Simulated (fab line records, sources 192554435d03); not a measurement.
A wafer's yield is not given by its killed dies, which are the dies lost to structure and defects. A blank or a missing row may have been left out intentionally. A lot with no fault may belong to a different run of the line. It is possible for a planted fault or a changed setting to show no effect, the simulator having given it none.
Chamber matching    flow n5-finfet    rie-diel-04 running N5_BEOL_M5_ETCH_67: 4 sister chambers
The step etches SiARC in CF4, target depth 15.6 nm, time 26 s. 20 wafers are shown with their chamber, then 10 later ones without.

WAFERS, EACH WITH ITS CHAMBER
wafer   chamber  showerhead-plenum-p-Torr (Torr)  throttle-valve-pct (%)  drypump-motor-current-A (A)
L074.2  3        2.25                             15.42                   5.7
L074.3  1        2.22                             15.74                   5.6
L074.6  0        2.11                             15.20                   5.7
L075.3  0        2.11                             15.20                   5.8
L075.4  1        2.22                             15.75                   5.6
L075.6  0        2.11                             15.20                   5.8
L077.2  0        2.10                             15.21                   5.8
L077.4  1        2.22                             15.76                   5.6
L077.6  0        2.10                             15.20                   5.8
L081.1  3        2.25                             15.45                   5.7
L081.2  1        2.22                             15.77                   5.7
L081.3  2        2.18                             15.44                   6.1
L081.4  0        2.10                             15.21                   5.8
L081.5  0        2.10                             15.22                   5.8
L081.6  1        2.22                             15.78                   5.7
L084.4  1        2.22                             15.79                   5.7
L084.5  2        2.18                             15.46                   6.1
L084.6  3        2.25                             15.45                   5.7
L086.3  3        2.25                             15.47                   5.7
L086.4  1        2.22                             15.79                   5.6

SIGNATURES, as means of the wafers listed above
reading                   chamber 0  chamber 1  chamber 2  chamber 3  scatter within a chamber
showerhead-plenum-p-Torr  2.1043     2.2200     2.1800     2.2500     0.00327
throttle-valve-pct        15.2057    15.7686    15.4500    15.4475    0.0161
drypump-motor-current-A   5.786      5.643      6.100      5.700      0.0401
Rule: for a wafer and a chamber, the distance is found by dividing, reading by reading, the gap between the wafer's reading and the chamber's mean by the reading's scatter, squaring, summing and taking the root. If the next closest chamber is less than 2 further off than the closest, the wafer can't be placed; otherwise it belongs to the closest. The scatter: take each reading less its chamber's mean, square it, sum over the shown wafers, divide by the number of wafers less the number of chambers, and take the root.

WAFERS MISSING THEIR CHAMBER
wafer   showerhead-plenum-p-Torr (Torr)  throttle-valve-pct (%)  drypump-motor-current-A (A)
L086.5  2.18                             15.45                   6.1
L088.2  2.25                             15.49                   5.7
L088.3  2.10                             15.23                   5.7
L088.6  2.21                             15.80                   5.6
L092.3  2.18                             15.49                   6.1
L092.5  2.21                             15.81                   5.6
L092.6  2.10                             15.27                   5.7
L095.2  2.17                             15.51                   6.1
L095.4  2.09                             15.27                   5.8
L095.6  2.09                             15.27                   5.8

WHICH CHAMBER EACH ONE RAN IN
wafer   from the rows above  in truth
L086.5  2                    2
L088.2  3                    3
L088.3  0                    0
L088.6  1                    1
L092.3  2                    2
L092.5  1                    1
L092.6  0                    0
L095.2  2                    2
L095.4  0                    0
L095.6  0                    0
Placed correctly: 10 of 10. From these rows, 0 cannot be placed. Placed wrongly: 0.
